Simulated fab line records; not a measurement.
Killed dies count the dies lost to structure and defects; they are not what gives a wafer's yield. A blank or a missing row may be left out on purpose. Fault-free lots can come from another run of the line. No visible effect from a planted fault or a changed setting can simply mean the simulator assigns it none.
A lot that was struck, set against a sound lot -- flow nand_harc -- 14 out of 1159 route steps
Sound: the wafers L674.1, L674.2, L674.4. The struck wafers were L678.2, L678.3, L678.4. The cause is named last.
At each step with rows: each side's tool, then ch and its chambers, then its first start. Under that, the readings that differ: sound wafers -- struck wafers -- difference of the means -- sigmas: that difference in standard deviations of wafers without a fault.
alike: readings whose means differ by less than 2 such deviations, and words and numbers that are the same on both sides. not compared: withheld readings, readings that some wafer has no value for, bounds like >300 that may hide the same value, and numbers for which the record gives no deviation and whose values overlap.
Wherever a step has rows on one side only, a row that says differs or no value, or a row with sigmas, the two part there. Numbers that don't overlap but have no deviation are shown without sigmas and don't part them. A reading that every wafer of one side lacks parts them only if that side has two wafers or more.

NHARC_A_WL_FILL_STRIP_27: strips in N2/H2, time 20 s.
  sound on plasma_asher-02 ch 0,1, day 15 04:28; struck on plasma_asher-01 ch 0,1, day 15 10:47
  alike: drypump_motor_current_A, heater_power_w
  not compared: rf_hours_counter_h
then, 4 steps without rows for these wafers: NHARC_A_WL_FILL_STRIP_28 (strips in post etch residue remover, time 1200 s); NHARC_A_WL_FILL_PRECLEAN_06 (cleans in DIW, time 300 s); NHARC_A_WL_FILL_SRD_07; NHARC_A_WL_FILL_ANNEAL_08 (time 1800 s).
NHARC_A_WL_FILL_ALD_10: deposits SiO2, target thk 50 nm, pulse time 10 s, ald cycles 500.
  sound on ald_hk-01 ch 0,1,3, day 15 09:58; struck on ald_hk-02 ch 0,1,3, day 15 13:08
  alike: heater_power_outer_w, heater_power_w, precursor_pulse_height_rel
NHARC_A_WL_FILL_ETCHBACK_16: etches the open film in C4F8/O2/Ar, target depth 88 nm, time 17.6 s.
  sound: rie_diel-10 ch 0,1,2; struck: rie_diel-12 ch 1,2,3
reading,sound,struck,difference,sigmas
oes_product_au (a.u.),0.985 1.010 1.002,0.926 0.932 0.947,-0.064,-2
rf_hours_counter_h (h),6.6 6.6 5.2,2.6 4.1 3.0,-2.9,
  alike: rf_vpp_V
NHARC_A_WL_FILL_STRIP_29: strips in O2, time 20 s.
  sound on rie_diel-10 ch 0,2,3, day 15 14:41; struck on rie_diel-12 ch 0,1,3, day 15 17:52
reading,sound,struck,difference,sigmas
rf_hours_counter_h (h),6.6 6.6 6.7,2.6 4.1 4.1,-3.0,
  alike: drypump_motor_current_A, oes_product_au, rf_vpp_V, showerhead_plenum_p_Torr, throttle_valve_pct
then, 3 steps without rows for these wafers: NHARC_A_WL_FILL_ETCHBACK_17 (etches the open film in Cl2/BCl3, target depth 4 nm, time 26.7 s); NHARC_A_WL_FILL_PRECLEAN_18 (cleans in dHF, time 30 s); NHARC_A_WL_FILL_SRD_21.
NHARC_A_WL_FILL_CVD_23: deposits poly-Si, target thk 40 nm, time 800 s.
  sound on lpcvd_poly-04 ch 0, day 15 17:14; struck on lpcvd_poly-01 ch 0, day 17 02:45
  alike: spike_tc_top_C, tube_center_temp_C, zone_power_upper_pct
NHARC_A_WL_FILL_ETCHBACK_26: etches the open film in HBr, target depth 52 nm, time 13.3 s.
  sound on rie_si-03 ch 1,2,3, day 15 19:52; struck on rie_si-03 ch 1,2,3, day 17 05:19
  alike: drypump_motor_current_A, hbr_flow_sccm, oes_product_au, rf_hours_counter_h, throttle_valve_pct
-- record jumps: 4 days between struck wafers' starts before vs after; left off in module A_WL_FILL, resumes in module END, first step shown is number 1159 of the route --
NHARC_END_SORT_01:
  only the struck wafers appear in the record here, on prober-01 ch 0 at day 21 15:55; the sound ones have no rows

WHERE THEY PART
Earliest at NHARC_A_WL_FILL_ETCHBACK_16; latest, in this record, at NHARC_END_SORT_01.

WHY: what had been put in by the simulator
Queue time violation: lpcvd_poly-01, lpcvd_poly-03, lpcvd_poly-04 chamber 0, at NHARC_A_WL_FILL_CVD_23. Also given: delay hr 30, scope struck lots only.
